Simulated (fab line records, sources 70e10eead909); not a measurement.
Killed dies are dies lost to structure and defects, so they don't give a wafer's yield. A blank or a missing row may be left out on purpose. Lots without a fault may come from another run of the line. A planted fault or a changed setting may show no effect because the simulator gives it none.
Which tool did it? | flow nand_harc | 7 lots, 21 wafers sampled, at 1 step of a route of 1159

WHAT THE GAUGES READ, wafer by wafer
NHARC_A_CONTACT_OVL_MEAS_43.
lot  | measured     | on         | overlay_x_nm (nm)
L575 | day 16 20:47 | overlay-01 | -0.1 -0.6 -0.7
L577 | day 17 08:22 | overlay-01 | -1.4 -1.0 -1.6
L579 | day 17 22:09 | overlay-01 | 0.9 0.0 -0.6
L585 | day 19 11:18 | overlay-02 | 0.4 0.8 0.3
L586 | day 20 16:16 | overlay-02 | -0.1 -0.7 -0.3
L590 | day 21 10:30 | overlay-01 | -1.7 -1.5 -1.1
L597 | day 22 12:32 | overlay-02 | -0.6 -0.6 -1.1

WHICH TOOL RAN EACH LOT (tool, then ch and the chambers of the sampled wafers, then the start)
The record holds no process step before these readings.

THE ANSWER, worked out from the rows above alone
Rule: what is usual is taken from the lots themselves. Put in order of their means at a reading, lots are off if they are a third of the lots or fewer, leave a main group of 4 or more, and stand apart from it by a gap of 3 or more times the standard deviation of the main group's means; of several such gaps the widest counts. A main group whose means are all the same, to the digits that the tables above print for the reading, isn't used. A lot without any number at a reading at which 4 lots or more have one is off too. The other lots that the step has rows for count as sound.
No lot is off at any reading shown: from this, nothing can be told.

WHAT THE SIMULATOR HAD PUT IN
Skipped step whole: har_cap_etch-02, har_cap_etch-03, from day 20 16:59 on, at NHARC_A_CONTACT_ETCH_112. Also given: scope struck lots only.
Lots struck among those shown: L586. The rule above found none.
